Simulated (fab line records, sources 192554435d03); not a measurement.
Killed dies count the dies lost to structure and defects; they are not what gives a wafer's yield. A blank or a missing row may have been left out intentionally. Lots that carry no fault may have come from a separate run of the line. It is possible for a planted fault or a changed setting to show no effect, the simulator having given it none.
fab line records ; flow n5_finfet
record lots=5; wafers=15; last_day=17
route steps=1938 shown GATE_CUT@489 BEOL_M4@1111 PASSIVATION@1936
lots that met no fault: taken from a fault-free run of the same line
start_h: hours from the record's opening day to when the first of the lot's shown wafers began ; wait_h: time in hours since the lot's previous step ; " repeats the value in the row above ; L1.1+2: a single row standing in for several wafers ; - no value, or no start was given ; * or withheld: withheld ; < > ~ a bound
route shown NAME@n: a module of which the file shows steps, and the number in the route of the first ; usual: mean and standard deviation over wafers with no fault ; same: alike in all rows ; chamber/n: place in a boat ; sites: each site's reading ; _std_site: standard deviation across them ; _edge_site: inner sites' mean taken away from outer sites' mean ; radius_mm: for every site, how far away it sits from the centre of the wafer ; mask NAME#n: copy n ; behind: the last tool/chamber to shape the wafer ; hold: the reason the lot was held/the length of the hold in hours/how it ended ; device: which transistor (n, p or np) failed to switch ; end of line: at the end of the route, the tests of the same wafers ; for a step that has no rows: nothing shown but its recipe ; killed: not the wafer's yield, but the dies lost to structure and defects at the first sort ; map: a wafer's dies, marking killed ones x, the rest . and places with no die _
set.NAME: setting as actually run; set.NAME@STEP: the setting as run at that earlier step ; model.NAME: the simulator's own value behind a step, which no gauge read
lots at some steps of the route; a table a step, a row a wafer
services: a tool's chamber out of use, with start hour (start_h, from the record's first day; less than 0 if before it), hours out, and reason
## steps
# step N5_GATE_CUT_INSPECT_15
# recipe mode=adi; inspect_instrument=brightfield
# usual raw_defect_count=123/41
lot.wafer;tool;chamber;start_h;wait_h;raw_defect_count
L849.2;defect_inspect-02;-;90.41;0.0;106
L849.3;defect_inspect-02;-;90.41;0.0;83
L849.6;defect_inspect-02;-;90.41;0.0;67
L853.1;defect_inspect-01;-;117.94;0.1;155
L853.3;defect_inspect-01;-;117.94;0.1;107
L853.5;defect_inspect-01;-;117.94;0.1;121
L860.1;defect_inspect-01;-;155.40;0.1;53
L860.3;defect_inspect-01;-;155.40;0.1;74
L860.4;defect_inspect-01;-;155.40;0.1;79
L868.3;defect_inspect-01;-;202.20;0.0;97
L868.5;defect_inspect-01;-;202.20;0.0;79
L868.6;defect_inspect-01;-;202.20;0.0;86
L871.3;defect_inspect-02;-;222.91;0.0;113
L871.4;defect_inspect-02;-;222.91;0.0;117
L871.5;defect_inspect-02;-;222.91;0.0;84
# step N5_GATE_CUT_DESCUM_18
# recipe chemistry=O2; time_s=7; source_power_w=50; bias_power_w=20; pressure_mtorr=20; rf_frequency_hz=2.712e+07; temp_c=40; resist=CAR-EUV; o2_flow_sccm=225
# step N5_GATE_CUT_ETCH_28
# recipe chemistry=N2/H2; target=underlayer; target_depth_a=130; mask_material=CAR-EUV; time_s=10.4; ion_energy_ev=200; pressure_mtorr=30; source_w=840; bias_w=150; n2_flow_sccm=200; h2_flow_sccm=200; ends=cleared
# usual bias_w=150.0/0.45; drypump_motor_current_A=5.8/0.52; etch_rf_on_time_s=10.26/0.26; oes_product_au=0.69/0.059; rf_fwd_power_W=818.9/2.6; rf_vpp_V=524.0/2; showerhead_plenum_p_Torr=2.54/0.053; throttle_valve_pct=17.78/0.24
lot.wafer;tool;chamber;start_h;wait_h;bias_w;drypump_motor_current_A;etch_rf_on_time_s;oes_product_au;rf_fwd_power_W;rf_hours_counter_h;rf_vpp_V;showerhead_plenum_p_Torr;throttle_valve_pct
L849.2;rie_diel-03;3;90.48;0.0;150.3;6.6;10.05;0.74;821.4;59;524.8;2.58;17.65
L849.3;rie_diel-03;1;90.48;0.0;150.2;4.8;10.50;0.59;815.4;244;525.2;2.62;18.17
L849.6;rie_diel-03;0;90.48;0.0;150.7;5.3;10.09;0.76;823.1;-;522.6;2.49;17.78
L853.1;rie_diel-05;3;118.07;0.0;149.7;6.4;10.25;0.72;822.2;70;521.2;2.49;18.15
L853.3;rie_diel-05;2;118.07;0.0;150.0;5.9;9.95;0.73;821.7;76;524.2;2.55;17.43
L853.5;rie_diel-05;0;118.07;0.0;150.2;5.9;10.47;0.62;818.9;-;522.8;2.51;17.91
L860.1;rie_diel-05;0;155.63;0.0;149.3;5.8;10.74;0.60;817.7;217;523.1;2.51;17.94
L860.3;rie_diel-05;2;155.63;0.0;149.4;5.9;10.13;0.72;818.6;91;524.3;2.55;17.44
L860.4;rie_diel-05;3;155.63;0.0;150.1;6.4;10.35;0.71;820.6;77;520.4;2.48;18.18
L868.3;rie_diel-05;1;202.26;0.0;149.4;5.7;10.35;0.62;820.6;168;526.1;2.61;17.58
L868.5;rie_diel-05;0;202.26;0.0;150.1;5.9;10.53;0.61;818.7;-;522.4;2.50;17.96
L868.6;rie_diel-05;3;202.26;0.0;150.0;6.4;10.28;0.69;823.0;-;520.0;2.48;18.22
L871.3;rie_diel-03;1;223.63;0.0;149.8;4.8;10.21;0.76;816.5;29;525.0;2.60;17.67
L871.4;rie_diel-03;0;223.63;0.0;149.7;5.3;10.01;0.72;823.3;91;521.3;2.47;17.85
L871.5;rie_diel-03;0;223.63;0.0;149.6;5.3;10.09;0.71;820.2;-;521.9;2.47;17.85
# step N5_GATE_CUT_ETCH_36
# recipe chemistry=CF4; target=SiARC; target_depth_a=130; mask_material=CAR-EUV; time_s=21.7; ion_energy_ev=80; pressure_mtorr=40; source_w=545; bias_w=36; Ar_flow_sccm=100; cf4_flow_sccm=100; ends=cleared
# step N5_GATE_CUT_ETCH_37
# recipe chemistry=N2/H2; target=SOC; target_depth_a=600; overetch_a=120; mask_material=SiARC; temp_c=40; time_s=90; ion_energy_ev=200; pressure_mtorr=30; source_w=840; bias_w=150; n2_flow_sccm=200; h2_flow_sccm=200
# step N5_GATE_CUT_STRIP_38
# recipe chemistry=N2/H2; temp_c=40; n2_flow_sccm=200; h2_flow_sccm=200; rf_frequency_hz=6e+07
# step N5_GATE_CUT_STRIP_39
# recipe chemistry=N2/H2; temp_c=40; n2_flow_sccm=200; h2_flow_sccm=200; rf_frequency_hz=6e+07
# step N5_GATE_CUT_HM_OPEN_40
# recipe chemistry=C4F6/O2; target=SiO2; mask_material=SiARC; target_depth_a=1390; time_s=85.1; ion_energy_ev=250; pressure_mtorr=30; source_w=345; bias_w=185; Ar_flow_sccm=300; C4F6_flow_sccm=10; O2_flow_sccm=10; ends=cleared
# step N5_GATE_CUT_STRIP_41
# recipe chemistry=CF4; resist=SiARC; power_w=300; bias_power_w=75; pressure_mtorr=50; cf4_flow_sccm=150; rf_frequency_hz=6e+07
# usual drypump_motor_current_A=5.8/0.52; oes_product_au=0.184/0.014; rf_fwd_power_W=294.1/1.3; rf_vpp_V=271.2/1.2; showerhead_plenum_p_Torr=1.80/0.044; throttle_valve_pct=13.50/0.21
lot.wafer;tool;chamber;start_h;wait_h;drypump_motor_current_A;oes_product_au;rf_fwd_power_W;rf_hours_counter_h;rf_vpp_V;showerhead_plenum_p_Torr;throttle_valve_pct
L849.2;rie_diel-03;3;90.67;0.0;6.6;0.192;292.7;59;271.6;1.84;13.38
L849.3;rie_diel-03;1;90.67;0.0;4.8;0.166;296.2;244;271.2;1.84;13.92
L849.6;rie_diel-03;0;90.67;0.0;5.3;0.204;294.3;-;270.1;1.75;13.34
L853.1;rie_diel-05;3;118.26;0.0;6.4;0.190;294.8;70;270.3;1.76;13.70
L853.3;rie_diel-05;2;118.26;0.0;5.8;0.190;292.4;76;271.3;1.83;13.39
L853.5;rie_diel-05;0;118.26;0.0;5.8;0.174;294.8;-;271.0;1.79;13.69
L860.1;rie_diel-05;0;155.83;0.0;5.8;0.163;294.8;218;269.9;1.78;13.72
L860.3;rie_diel-05;2;155.83;0.0;5.9;0.187;291.6;91;271.7;1.82;13.40
L860.4;rie_diel-05;3;155.83;0.0;6.4;0.190;295.4;77;271.4;1.76;13.72
L868.3;rie_diel-05;1;202.45;0.0;5.6;0.166;293.9;168;271.8;1.86;13.49
L868.5;rie_diel-05;0;202.45;0.0;5.8;0.165;295.5;-;271.1;1.78;13.72
L868.6;rie_diel-05;3;202.45;0.0;6.4;0.185;294.0;-;269.2;1.76;13.72
L871.3;rie_diel-03;1;223.82;0.0;4.8;0.202;297.0;30;273.1;1.83;13.40
L871.4;rie_diel-03;0;223.82;0.0;5.3;0.185;294.3;91;270.9;1.74;13.43
L871.5;rie_diel-03;0;223.82;0.0;5.3;0.191;294.7;-;269.9;1.74;13.44
# step N5_GATE_CUT_STRIP_42
# recipe chemistry=O2; power_w=400; temp_c=40; pressure_mtorr=30; rf_frequency_hz=6e+07; bias_power_w=0; overash_fraction=0.3; o2_flow_sccm=225
# usual drypump_motor_current_A=5.8/0.52; oes_product_au=0.80/0.061; rf_vpp_V=3.6/0.51; showerhead_plenum_p_Torr=2.11/0.048; throttle_valve_pct=16.61/0.19
# same overash_fraction=0.3
lot.wafer;tool;chamber;start_h;wait_h;drypump_motor_current_A;oes_product_au;rf_hours_counter_h;rf_vpp_V;showerhead_plenum_p_Torr;throttle_valve_pct
L849.2;rie_diel-03;3;90.69;0.0;6.6;0.85;59;3.7;2.14;16.43
L849.3;rie_diel-03;1;90.69;0.0;4.8;0.68;244;3.3;2.16;16.98
L849.6;rie_diel-03;0;90.69;0.0;5.3;0.87;-;3.9;2.06;16.58
L853.1;rie_diel-05;3;118.28;0.0;6.4;0.85;70;3.2;2.06;16.87
L853.3;rie_diel-05;2;118.28;0.0;5.9;0.85;76;4.9;2.14;16.46
L853.5;rie_diel-05;0;118.28;0.0;5.9;0.73;-;3.6;2.05;16.58
L860.1;rie_diel-05;0;155.85;0.0;5.8;0.72;218;4.6;2.05;16.59
L860.3;rie_diel-05;2;155.85;0.0;5.9;0.82;91;4.2;2.13;16.48
L860.4;rie_diel-05;3;155.85;0.0;6.4;0.84;77;3.4;2.06;16.90
L868.3;rie_diel-05;1;202.47;0.0;5.6;0.74;168;3.2;2.17;16.51
L868.5;rie_diel-05;0;202.47;0.0;5.8;0.72;-;3.5;2.05;16.61
L868.6;rie_diel-05;3;202.47;0.0;6.4;0.83;-;3.9;2.05;16.94
L871.3;rie_diel-03;1;223.84;0.0;4.8;0.88;30;3.8;2.14;16.49
L871.4;rie_diel-03;0;223.84;0.0;5.3;0.82;91;4.0;2.05;16.65
L871.5;rie_diel-03;0;223.84;0.0;5.3;0.81;-;3.6;2.05;16.65
# step N5_GATE_CUT_ETCH_19
# recipe chemistry=CH3F/O2; target=SiNx; mask_material=SiO2; target_depth_a=537; time_s=76.7; pressure_mtorr=30; source_w=395; bias_w=73; Ar_flow_sccm=150; CH3F_flow_sccm=30; O2_flow_sccm=20; ion_energy_ev=120; ends=cleared
# usual bias_w=72.98/0.23; drypump_motor_current_A=5.8/0.52; etch_rf_on_time_s=76.3/1.1; oes_o_777_au=0.81/0.076; oes_product_au=0.68/0.056; rf_fwd_power_W=391.5/1.5; rf_vpp_V=299/6.6; showerhead_plenum_p_Torr=2.00/0.04; throttle_valve_pct=16.23/0.2
lot.wafer;tool;chamber;start_h;wait_h;bias_w;drypump_motor_current_A;etch_rf_on_time_s;oes_o_777_au;oes_product_au;rf_fwd_power_W;rf_hours_counter_h;rf_vpp_V;showerhead_plenum_p_Torr;throttle_valve_pct
L849.2;rie_diel-03;3;90.73;0.0;72.84;6.6;75.5;0.87;0.73;391.5;59;294;2.01;15.96
L849.3;rie_diel-03;1;90.73;0.0;73.14;4.8;77.4;0.71;0.59;391.9;244;307;2.05;16.61
L849.6;rie_diel-03;0;90.73;0.0;72.53;5.3;76.5;0.90;0.74;391.1;-;307;1.96;16.20
L853.1;rie_diel-05;3;118.32;0.0;73.25;6.4;75.9;0.86;0.72;390.7;70;297;1.96;16.50
L853.3;rie_diel-05;2;118.32;0.0;72.85;5.9;75.2;0.86;0.73;391.3;76;289;2.02;16.05
L853.5;rie_diel-05;0;118.32;0.0;72.88;5.9;78.3;0.70;0.62;392.4;-;304;1.98;16.37
L860.1;rie_diel-05;0;155.89;0.0;73.07;5.8;77.7;0.70;0.61;392.3;218;304;1.98;16.39
L860.3;rie_diel-05;2;155.89;0.0;72.88;5.9;76.2;0.85;0.71;391.2;91;288;2.02;16.10
L860.4;rie_diel-05;3;155.89;0.0;73.09;6.4;75.6;0.85;0.71;392.1;77;298;1.96;16.52
L868.3;rie_diel-05;1;202.51;0.0;72.83;5.6;77.2;0.75;0.62;390.8;168;292;2.06;16.14
L868.5;rie_diel-05;0;202.51;0.0;73.02;5.8;76.8;0.69;0.61;392.4;-;305;1.97;16.39
L868.6;rie_diel-05;3;202.51;0.0;72.98;6.4;76.2;0.84;0.69;389.4;-;299;1.95;16.55
L871.3;rie_diel-03;1;223.88;0.0;72.98;4.8;75.4;0.89;0.76;391.9;30;306;2.04;16.10
L871.4;rie_diel-03;0;223.88;0.0;73.15;5.3;76.4;0.84;0.71;391.2;91;305;1.94;16.28
L871.5;rie_diel-03;0;223.88;0.0;72.99;5.3;75.4;0.85;0.71;391.4;-;306;1.94;16.27
# step N5_GATE_CUT_CUT_ETCH_53
# recipe chemistry=SF6/Cl2; target=W; mask_material=SiO2; target_depth_a=792; pressure_mtorr=8; icp_w=900; bias_w=80; SF6_flow_sccm=40; Cl2_flow_sccm=60; ends=cleared
# step N5_GATE_CUT_CUT_ETCH_54
# recipe chemistry=Cl2/BCl3; target=TiN; mask_material=SiO2; target_depth_a=967; pressure_mtorr=10; icp_w=1000; bias_w=126; Cl2_flow_sccm=53.25; bcl3_flow_sccm=21.75; Ar_flow_sccm=25; ends=cleared
# usual bias_w=125.9/0.42; drypump_motor_current_A=5.7/0.34; etch_rf_on_time_s=36.0/1.2; he_backside_leak_sccm=3.28/0.18; oes_product_au=0.78/0.08; rf_fwd_power_W=980/4.4; throttle_valve_pct=22.32/0.17
lot.wafer;tool;chamber;start_h;wait_h;bias_w;drypump_motor_current_A;etch_rf_on_time_s;he_backside_leak_sccm;oes_product_au;rf_fwd_power_W;rf_hours_counter_h;throttle_valve_pct
L849.2;rie_metal-02;0;90.90;0.0;126.4;5.4;35.6;3.35;0.87;979;1;22.29
L849.3;rie_metal-02;0;90.90;0.0;126.8;5.4;35.7;3.30;0.87;982;-;22.30
L849.6;rie_metal-02;0;90.90;0.0;126.5;5.4;36.0;3.42;0.87;983;-;22.30
L853.1;rie_metal-01;1;118.49;0.0;125.5;5.6;34.9;3.32;0.88;984;1;22.49
L853.3;rie_metal-01;0;118.49;0.0;126.1;6.3;37.6;3.22;0.82;979;-;22.15
L853.5;rie_metal-01;1;118.49;0.0;125.4;5.5;34.9;3.27;0.89;987;-;22.49
L860.1;rie_metal-01;1;156.05;0.0;125.7;5.6;35.0;3.37;0.84;983;6;22.50
L860.3;rie_metal-01;1;156.05;0.0;125.5;5.6;35.1;3.37;0.84;982;-;22.52
L860.4;rie_metal-01;0;156.05;0.0;139.5;6.2;35.6;3.08;0.81;980;-;22.14
L868.3;rie_metal-02;1;202.70;0.0;126.3;5.6;34.5;3.61;0.73;978;-;22.20
L868.5;rie_metal-02;0;202.70;0.0;126.2;5.4;36.1;3.03;0.79;978;-;22.32
L868.6;rie_metal-02;1;202.70;0.0;126.5;5.6;34.2;3.60;0.73;972;-;22.18
L871.3;rie_metal-03;1;224.06;0.0;126.0;5.5;36.1;3.24;0.79;979;-;22.64
L871.4;rie_metal-03;0;224.06;0.0;126.6;5.2;36.8;3.08;0.84;986;-;22.26
L871.5;rie_metal-03;1;224.06;0.0;126.8;5.5;36.4;3.16;0.78;981;-;22.63
# step N5_GATE_CUT_CUT_ETCH_55
# recipe chemistry=BCl3; target=HfO2; mask_material=SiO2; target_depth_a=32; ion_energy_ev=30; pressure_mtorr=5; icp_w=450; bias_w=18; bcl3_flow_sccm=80
# usual bias_w=18.01/0.058; drypump_motor_current_A=5.7/0.35; he_backside_leak_sccm=3.30/0.2; oes_product_au=0.86/0.091; rf_fwd_power_W=440.7/2.2; throttle_valve_pct=33.4/0.44
lot.wafer;tool;chamber;start_h;wait_h;bias_w;drypump_motor_current_A;he_backside_leak_sccm;oes_product_au;rf_fwd_power_W;rf_hours_counter_h;throttle_valve_pct
L849.2;rie_metal-02;0;90.96;0.0;17.97;5.4;3.45;0.95;439.6;1;32.9
L849.3;rie_metal-02;0;90.96;0.0;18.00;5.4;3.37;0.95;439.9;-;33.0
L849.6;rie_metal-02;0;90.96;0.0;18.01;5.4;3.27;0.95;439.3;-;33.0
L853.1;rie_metal-01;1;118.55;0.0;17.98;5.6;3.39;0.97;442.3;1;34.0
L853.3;rie_metal-01;0;118.55;0.0;17.94;6.3;3.29;0.92;440.7;-;33.6
L853.5;rie_metal-01;1;118.55;0.0;17.96;5.6;3.41;0.97;444.5;-;34.0
L860.1;rie_metal-01;1;156.11;0.0;18.03;5.6;3.37;0.92;440.1;6;34.0
L860.3;rie_metal-01;1;156.11;0.0;17.96;5.6;3.49;0.92;440.0;-;34.0
L860.4;rie_metal-01;0;156.11;0.0;17.98;6.3;3.27;0.90;440.8;-;33.6
L868.3;rie_metal-02;1;202.75;0.0;18.01;5.6;3.48;0.78;437.5;-;32.9
L868.5;rie_metal-02;0;202.75;0.0;18.08;5.4;3.18;0.87;440.7;-;33.0
L868.6;rie_metal-02;1;202.75;0.0;17.93;5.6;3.26;0.78;438.4;-;32.9
L871.3;rie_metal-03;1;224.11;0.0;17.99;5.6;3.57;0.87;443.6;-;33.8
L871.4;rie_metal-03;0;224.11;0.0;18.01;5.2;3.01;0.94;445.1;-;33.3
L871.5;rie_metal-03;1;224.11;0.0;17.99;5.6;3.48;0.88;444.2;-;33.8
# step N5_BEOL_M4_RC_MEAS_101
# usual DIBL_N=36.0/2.2; DIBL_P=35.9/2.6; IOFF_N=0.16/0.038; IOFF_P=0.21/0.042; ION_N=675/15; ION_P=463/10; SS_N=71.5/0.62; SS_P=73.2/0.76; VT_N=250/4.1; VT_P=-251/3.6
lot.wafer;tool;chamber;start_h;wait_h;DIBL_N[mV/V];DIBL_P[mV/V];IOFF_N[nA/um];IOFF_P[nA/um];ION_N[uA/um];ION_P[uA/um];SS_N[mV/dec];SS_P[mV/dec];VT_N[mV];VT_P[mV]
L849.2;prober-01;0;168.90;0.2;33.5;33.4;0.11;0.16;672;464;71.0;72.3;257;-252
L849.3;prober-01;0;168.90;0.2;35.0;36.4;0.13;0.21;669;466;70.8;73.8;253;-248
L849.6;prober-01;0;168.90;0.2;35.0;36.1;0.13;0.19;675;463;71.6;73.9;254;-252
L853.1;prober-01;0;195.21;0.0;34.6;34.5;0.14;0.19;683;470;71.3;73.1;249;-251
L853.3;prober-01;0;195.21;0.0;31.4;31.4;0.11;0.16;667;461;70.3;72.1;251;-252
L853.5;prober-01;0;195.21;0.0;35.9;36.8;0.16;0.20;689;465;71.7;73.3;249;-252
L860.1;prober-01;0;247.29;0.0;35.2;36.2;0.15;0.20;679;463;71.0;72.9;250;-247
L860.3;prober-01;0;247.29;0.0;34.9;37.1;0.16;0.21;685;467;71.1;72.7;246;-248
L860.4;prober-01;0;247.29;0.0;36.3;36.2;0.14;0.19;647;444;72.0;72.4;253;-251
L868.3;prober-02;0;293.88;0.3;35.8;36.7;0.17;0.21;692;470;71.0;73.0;248;-250
L868.5;prober-02;0;293.88;0.3;35.7;36.8;0.16;0.21;664;456;71.4;73.1;251;-251
L868.6;prober-02;0;293.88;0.3;39.5;40.8;0.26;0.29;706;482;72.5;75.1;245;-244
L871.3;prober-02;0;306.66;0.3;34.1;34.9;0.15;0.21;684;474;71.1;73.1;247;-249
L871.4;prober-02;0;306.66;0.3;32.8;30.7;0.12;0.16;666;459;71.3;71.2;251;-253
L871.5;prober-02;0;306.66;0.3;36.8;37.0;0.20;0.25;690;472;71.9;73.3;244;-245
# step N5_PASSIVATION_PROBE_49
# usual defect_limited_yield=91.4/1.6; killed_at_M0_to_M3=35/10; killed_at_M4_up=12/4.7; killed_at_contacts=12/5.8; killed_at_front_end=38/12; killed_at_other=4/3.2; killed_dies=102/18; killed_open=68/14; killed_short=32/8; sort_bin_5_function=5.1/0.96; sort_bin_6_memory=3.2/0.77; sort_n_pass=1078/20; sort_yield_pct=91.3/1.7
# same gross_dies=1180; killed_at_back_side=0; sort_bin_4_leakage[%]=0; sort_bin_8_speed[%]=0
lot.wafer;tool;chamber;start_h;wait_h;defect_limited_yield[%];killed_at_M0_to_M3;killed_at_M4_up;killed_at_contacts;killed_at_front_end;killed_at_other;killed_dies;killed_open;killed_short;sort_bin_5_function[%];sort_bin_6_memory[%];sort_n_pass;sort_yield_pct[%]
L860.1;prober-02;-;358.35;0.0;89.8;44;13;16;43;4;120;72;36;4.7;4.2;1060;89.8
L860.3;prober-02;-;358.45;0.1;93.1;24;6;13;35;4;82;59;23;4.2;2.5;1098;93.1
L860.4;prober-02;-;358.50;0.2;91.2;39;9;10;43;3;104;71;33;6.0;2.5;1076;91.2
# killed by level:class
L860.1 MOL_CONTACT_COAG:geometric_particle:open=15 FIN_SAQP:geometric_particle:open=12 BEOL_M0_SAQP:geometric_particle:short=11 HKMG_FIN:area_etch=11 BEOL_M2:geometric_particle:open=10 BEOL_M0_SAQP:geometric_particle:open=7 BEOL_M2:geometric_particle:short=5 BEOL_M3:geometric_particle:open=4
L860.3 FIN_SAQP:geometric_particle:open=13 MOL_CONTACT_COAG:geometric_particle:open=11 FIN_SAQP:geometric_particle:short=6 BEOL_M1:geometric_particle:open=6 BEOL_M2:geometric_particle:open=6 DUMMY_GATE:geometric_particle:open=3 BEOL_M0_SAQP:geometric_particle:open=3 BEOL_M3:geometric_particle:open=3
L860.4 FIN_SAQP:geometric_particle:open=13 BEOL_M2:geometric_particle:open=12 MOL_CONTACT_COAG:geometric_particle:open=10 BEOL_M0_SAQP:geometric_particle:open=10 BEOL_M0_SAQP:geometric_particle:short=9 FIN_SAQP:geometric_particle:short=6 STARTING-WAFER:geometric_particle:open=5 STARTING-WAFER:geometric_particle:short=3
## services
tool;chamber;start_h;hours;kind
rie_metal-03;-;86.34;0.3;repair
rie_metal-01;1;91.99;-;clean
rie_metal-01;1;91.99;14.5;scheduled_down
rie_metal-01;1;91.99;14.5;vent_cycle
rie_diel-03;1;109.14;-;clean
rie_diel-03;1;109.14;-;consumable_replace:focus_ring
rie_diel-03;1;109.14;17.6;scheduled_down
rie_diel-03;1;109.14;17.6;vent_cycle
rie_metal-03;-;114.79;1.0;repair
rie_diel-05;-;122.19;0.2;repair
rie_metal-01;-;128.24;0.1;repair
rie_diel-05;3;129.67;16.7;repair
rie_metal-03;-;138.89;0.6;repair
rie_metal-02;-;153.54;15.6;pm
rie_diel-05;-;159.80;1.1;repair
rie_metal-03;0;180.33;-;clean
rie_metal-03;0;180.33;12.5;scheduled_down
rie_metal-03;0;180.33;12.5;vent_cycle
rie_metal-02;1;182.90;7.5;repair
rie_diel-03;2;189.48;14.7;repair
rie_metal-02;0;216.12;14.3;repair
## key
first_sign step=N5_GATE_CUT_CUT_ETCH_54; reading=bias_w; direction=up; sigmas=32; usual=*; struck=*
effect none on later readings
met_at N5_GATE_CUT_CUT_ETCH_54
struck_wafers L860.4
baseline_loss step=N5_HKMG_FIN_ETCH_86; wafers=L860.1
onset_between 118.49 156.05
fault kind=process_parameter_drift; tool=rie_metal-01; chamber=0; onset_h=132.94; steps=N5_GATE_CUT_CUT_ETCH_54; channel=bias_w; offset=*; shape=step; end_h=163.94; acts_in=*; stated=*
# baseline_loss: these wafers lose ten dies or more at that step, a loss of the line's own and not of a fault; the sort's usual values leave them out
